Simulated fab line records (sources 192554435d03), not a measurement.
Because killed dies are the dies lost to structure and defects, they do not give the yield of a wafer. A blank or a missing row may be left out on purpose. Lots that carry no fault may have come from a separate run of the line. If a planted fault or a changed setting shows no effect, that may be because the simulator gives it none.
Code-filled problem report in 8D (eight disciplines) form :: flow n5 finfet :: the parts of the form that need people (team, actions taken, sign-off) are left out

## 1. WHAT IS WRONG
At N5_BEOL_M10_VIA_ETCH_34, run length s averages 99.7 s over 3 wafers from 3 lots, while fault-free wafers read 92.5 s, standard deviation 0.33. Measured from the usual mean, that is +22 standard deviations.
The step: etches SiCOH lowk in C4F6/O2, target depth 184.5 nm, time 69.2 s.
Seen first at day 15 02:13 on rie diel-02, wafer L823.4. At this step, 18 wafers from 7 lots have a number in the record. Rule for "out" (also "out of limits"): further than 4 standard deviations from the usual mean. The rest of the wafers with a number are treated as sound.

## 2. WHAT IT IS; WHAT IT IS NOT
question: which readings at this step
is: run length s
is not: drypump motor current A, oes product au, rf fwd power W, rf vpp V, showerhead plenum p Torr, throttle valve pct

question: which lots
is: L823, L825, L826
is not: L805, L806, L827, L828

question: which wafers of those lots
is: L823.4, L825.4, L826.4
is not: L823.6, L825.1, L826.6

question: read on which tools
is: rie diel-02
is not: rie diel-01

question: when
is: from day 15 02:13
is not: up to then (7 sound wafers); but 8 sound wafers of L825, L826, L827, L828 came after

## 3. SUSPECTS, AND WHAT RULES EACH OUT
Counting: any tool at a process step up to the reading remains a suspect provided it ran every lot that is out. Sound lots after the first of them don't rule it out here, since some wafers of a struck lot are sound.
- rie diel-02 at N5_BEOL_M10_DESCUM_33 (chemistry O2, time 7.9 s): kept. It processed each lot that is out (first: L823, day 15 02:01); up to then, its last sound lot is L806 (day 10 00:52).
- rie diel-02 at N5_BEOL_M10_ETCH_65 (etches SiARC in CF4, target depth 39 nm, time 65 s): kept. It processed each lot that is out (first: L823, day 15 02:03); up to then, its last sound lot is L806 (day 10 00:54).
- rie diel-02 at N5_BEOL_M10_ETCH_66 (etches SOC in N2/H2, target depth 120 nm, overetch 24 nm, time 180 s): kept. It processed each lot that is out (first: L823, day 15 02:06); up to then, its last sound lot is L806 (day 10 00:57).
- rie diel-02 at N5_BEOL_M10_VIA_ETCH_34 (etches SiCOH lowk in C4F6/O2, target depth 184.5 nm, time 69.2 s): kept. It processed each lot that is out (first: L823, day 15 02:13); up to then, its last sound lot is L806 (day 10 01:05). Its own run length s readings are out on those wafers.
Left after counting: rie diel-02 at N5_BEOL_M10_DESCUM_33, rie diel-02 at N5_BEOL_M10_ETCH_65, rie diel-02 at N5_BEOL_M10_ETCH_66, rie diel-02 at N5_BEOL_M10_VIA_ETCH_34.

## 4. THE CAUSE (what the simulator had put in)
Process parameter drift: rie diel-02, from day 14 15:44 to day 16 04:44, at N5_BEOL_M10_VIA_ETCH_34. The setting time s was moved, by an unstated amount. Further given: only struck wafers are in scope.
Of the 4 suspects that counting leaves, this tool is one.

## 5. THE EFFECT CHAIN, in route order
Each row: a reading whose mean over the struck wafers that have a number lies more than 3 standard deviations from the usual. Only readings for which the record gives a usual standard deviation are gone through. hours: the time from each lot's start at the first step in this table that gives one to its start at this step, as a median over the lots. sigmas: the change in usual standard deviations.
hours: 0
step: N5_BEOL_M10_VIA_ETCH_34
reading: run length s
usual: 92.5 s
on struck wafers: 99.7
change: +7.2
sigmas: +22
Its process steps:
- N5_BEOL_M10_VIA_ETCH_34: etches SiCOH lowk in C4F6/O2, target depth 184.5 nm, time 69.2 s.

## 6. HOW IT WOULD HAVE BEEN CAUGHT EARLIER
First out-of-limits reading in this record: day 15 02:13, which is 10 hours after fault onset at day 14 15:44.
